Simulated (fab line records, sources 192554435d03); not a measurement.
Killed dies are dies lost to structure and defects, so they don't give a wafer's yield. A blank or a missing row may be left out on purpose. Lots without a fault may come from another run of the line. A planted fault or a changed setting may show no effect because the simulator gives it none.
Chamber matching | flow n5_finfet | N5_STI_FIN_REVEAL_CMP_04 on cmp-04: 4 sister chambers
The step polishes, stops on Si3N4, t overpolish 4 s, target thk 131.83 nm. 14 wafers are shown with their chamber, then 7 later ones without.

WAFERS WITH THEIR CHAMBER
wafer  | chamber | motor_current_A (A) | overpolish_run_s (s) | platen_rpm (rpm)
L075.2 | 1       | 8.3                 | 4.001                | 54.18
L075.3 | 0       | 8.2                 | 3.989                | 54.17
L075.4 | 2       | 7.6                 | 4.007                | 54.18
L076.1 | 0       | 8.2                 | 4.005                | 54.21
L076.2 | 3       | 8.4                 | 4.000                | 54.18
L076.4 | 2       | 7.7                 | 4.018                | 54.10
L079.3 | 0       | 8.1                 | 3.991                | 54.19
L079.5 | 3       | 8.7                 | 3.999                | 54.17
L079.6 | 2       | 7.8                 | 4.010                | 54.18
L081.1 | 3       | 8.4                 | 4.006                | 54.16
L081.3 | 1       | 8.2                 | 4.002                | 54.16
L081.6 | 3       | 8.6                 | 4.005                | 54.18
L083.1 | 1       | 8.8                 | 3.997                | 54.18
L083.4 | 0       | 7.6                 | 4.014                | 54.16

SIGNATURES (means of the wafers above)
reading          | chamber 0 | chamber 1 | chamber 2 | chamber 3 | scatter within a chamber
motor_current_A  | 8.025     | 8.433     | 7.700     | 8.525     | 0.233
overpolish_run_s | 3.99975   | 4.00000   | 4.01167   | 4.00250   | 0.00734
platen_rpm       | 54.1825   | 54.1733   | 54.1533   | 54.1725   | 0.0251
Rule: a wafer's distance from a chamber is the root of the sum, over the readings, of the square of ((its reading less the chamber's mean) divided by the reading's scatter). The wafer belongs to the nearest chamber; if the next one is less than 2 further off, it can't be placed. The scatter: the root of (the sum of the squares of (reading less its chamber's mean) over the shown wafers, divided by (wafers less chambers)).

WAFERS WITHOUT THEIR CHAMBER
wafer  | motor_current_A (A) | overpolish_run_s (s) | platen_rpm (rpm)
L083.6 | 8.0                 | 4.002                | 54.25
L088.2 | 8.4                 | 3.986                | 54.15
L088.4 | 8.6                 | 3.997                | 54.20
L088.5 | 7.8                 | 3.999                | 54.20
L091.1 | 7.7                 | 4.006                | 54.17
L091.4 | 8.2                 | 4.010                | 54.26
L091.6 | 8.3                 | 4.010                | 54.19

WHICH CHAMBER EACH WENT THROUGH
wafer  | from the rows above               | in truth
L083.6 | can't be placed: 0 or 1 or 3 or 2 | 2
L088.2 | can't be placed: 1 or 3 or 0      | 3
L088.4 | can't be placed: 1 or 3 or 0      | 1
L088.5 | can't be placed: 0 or 2 or 1      | 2
L091.1 | can't be placed: 2 or 0           | 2
L091.4 | can't be placed: 0 or 1 or 3 or 2 | 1
L091.6 | can't be placed: 3 or 1 or 0 or 2 | 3
Placed correctly: 0 of 7. Can't be placed from these rows: 7 (the true chamber is among the candidates in 7). Placed wrongly: 0.
